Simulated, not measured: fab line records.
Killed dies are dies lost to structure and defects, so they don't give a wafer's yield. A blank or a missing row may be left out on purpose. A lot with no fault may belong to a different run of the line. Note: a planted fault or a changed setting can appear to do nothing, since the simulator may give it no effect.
A struck lot beside a sound one :: flow n5 finfet :: 15 out of 1938 route steps
Sound: wafers L401.2, L401.5, L401.6. The struck wafers were L392.2, L392.4, L392.6. The cause is given at the end.
For every step that has rows: the tool of each side, followed by ch and its chambers, followed by its first start. Under that, the readings that differ: sound wafers :: struck wafers :: difference of the means :: sigmas: that difference in standard deviations of wafers without a fault.
alike: same words and numbers on both sides, and readings whose means sit less than 2 such deviations apart. not compared: any withheld reading, any reading some wafer has no value for, any bound like >300 that may hide the same value, and any number with overlapping values for which the record gives no deviation.
Wherever a step has rows on one side only, a row that says differs or no value, or a row with sigmas, the two part there. Numbers that don't overlap but have no deviation are shown without sigmas and don't part them. A reading that every wafer of one side lacks parts them only if that side has two wafers or more.

first, 9 steps without rows for these wafers: N5_BEOL_M1_COAT_76 (time 60 s, resist thk 5 nm); N5_BEOL_M1_COAT_22 (resist thk 30 nm); N5_BEOL_M1_EBR_24; N5_BEOL_M1_SOFTBAKE_23 (time 60 s); N5_BEOL_M1_EXPOSE_25 (exposes mask V0, defocus 5 nm, target cd 24 nm); N5_BEOL_M1_PEB_26 (peb time 60 s); N5_BEOL_M1_DEVELOP_27 (develop time 30 s); N5_BEOL_M1_DESCUM_33 (chemistry O2, time 7 s); N5_BEOL_M1_ETCH_77 (etches underlayer in N2/H2, target depth 6.5 nm, time 5.2 s).
N5_BEOL_M1_ETCH_69: etches SiARC in CF4, target depth 15.6 nm, time 26 s.
  sound on rie diel-05 ch 0,1,2, day 11 14:29; struck on rie diel-01 ch 1,3, day 9 14:26
  no value came back on the struck wafers for any of 8 readings (bias w (W), cf4 flow sccm (sccm) and others); on the sound wafers bias w (W) reads 36.08 36.03 36.07
reading: model.CAR-EUV_of_BEOL_M1_COAT_22.thk nm (nm)
sound: 11.4 11.2 11.2
struck: 20.4 20.2 20.2
difference: +9.0
sigmas: 
  not compared: rf hours counter h
then, 1 step without rows for these wafers: N5_BEOL_M1_ALD_98 (deposits SiO2, target thk 2.5 nm, pulse time 1 s, co reactant pulse time 1 s).
N5_BEOL_M1_ETCHBACK_99: etches SiO2 in CHF3, target depth 5 nm, time 10.4 s.
  sound on rie diel-01 ch 2,3, day 11 16:36; struck on rie diel-05 ch 0,3, day 9 17:01
reading: oes product au (a.u.)
sound: 0.70 0.71 0.72
struck: 0.28 0.28 0.28
difference: -0.43
sigmas: -7

reading: model.CAR-EUV_of_BEOL_M1_COAT_22.thk nm (nm)
sound: 10.6 10.4 10.6
struck: 19.6 19.6 19.6
difference: +9.1
sigmas: 
  alike: drypump motor current A, rf vpp V, showerhead plenum p Torr, throttle valve pct
  not compared: rf hours counter h
N5_BEOL_M1_ETCH_70: etches SOC in N2/H2, target depth 80 nm, overetch 16 nm, time 120 s.
  sound on rie diel-01 ch 2,3, day 11 16:38; struck on rie diel-05 ch 0,3, day 9 17:02
reading: oes product au (a.u.)
sound: 0.54 0.54 0.55
struck: 0.28 0.28 0.28
difference: -0.26
sigmas: -6
  alike: bias w, chamber pressure mTorr, drypump motor current A, rf vpp V, showerhead plenum p Torr, throttle valve pct
  not compared: rf hours counter h
N5_BEOL_M4_RC_MEAS_101:
  the record has rows for the sound wafers here (prober-01 ch 0, day 13 18:43) and none for the struck ones
-- a jump in the record: the struck wafers' starts before and after are 6 days apart (it breaks off in module BEOL_M4 and resumes in module PASSIVATION, where the first step shown is number 1936 of the route) --
N5_PASSIVATION_PROBE_49:
  sound: prober-01 at day 17 19:28; struck: prober-01 at day 15 17:25
reading: defect limited yield (%)
sound: 90.3 89.2 90.3
struck: 0 0 0
difference: -90
sigmas: -64

reading: killed_at_M0_to_M3
sound: 28 42 32
struck: 1124 1126 1123
difference: +1090
sigmas: +91

reading: killed at front end
sound: 54 55 63
struck: 32 31 30
difference: -26
sigmas: -2

reading: killed dies
sound: 114 128 114
struck: 1180 1180 1180
difference: +1061
sigmas: +62

reading: killed on rim
sound: 26 16 15
struck: 152 152 152
difference: +133
sigmas: +30

reading: sort_bin_5_function (%)
sound: 5.3 6.6 5.2
struck: 96.8 97.3 96.6
difference: +91.2
sigmas: +96

reading: sort n pass
sound: 1066 1052 1066
struck: 0 0 0
difference: -1061
sigmas: -62

reading: sort yield pct (%)
sound: 90.3 89.2 90.3
struck: 0 0 0
difference: -90
sigmas: -60
  alike: killed_at_M4_up, killed at contacts, killed at other, killed open, killed short, sort_bin_6_memory

## WHERE THEY PART
Earliest at N5_BEOL_M1_ETCH_69; latest, in this record, at N5_PASSIVATION_PROBE_49.

WHY: what had been put in by the simulator
Step skipped in full: rie diel-01, at N5_BEOL_M1_ETCH_69, from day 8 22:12 onward. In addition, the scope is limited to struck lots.
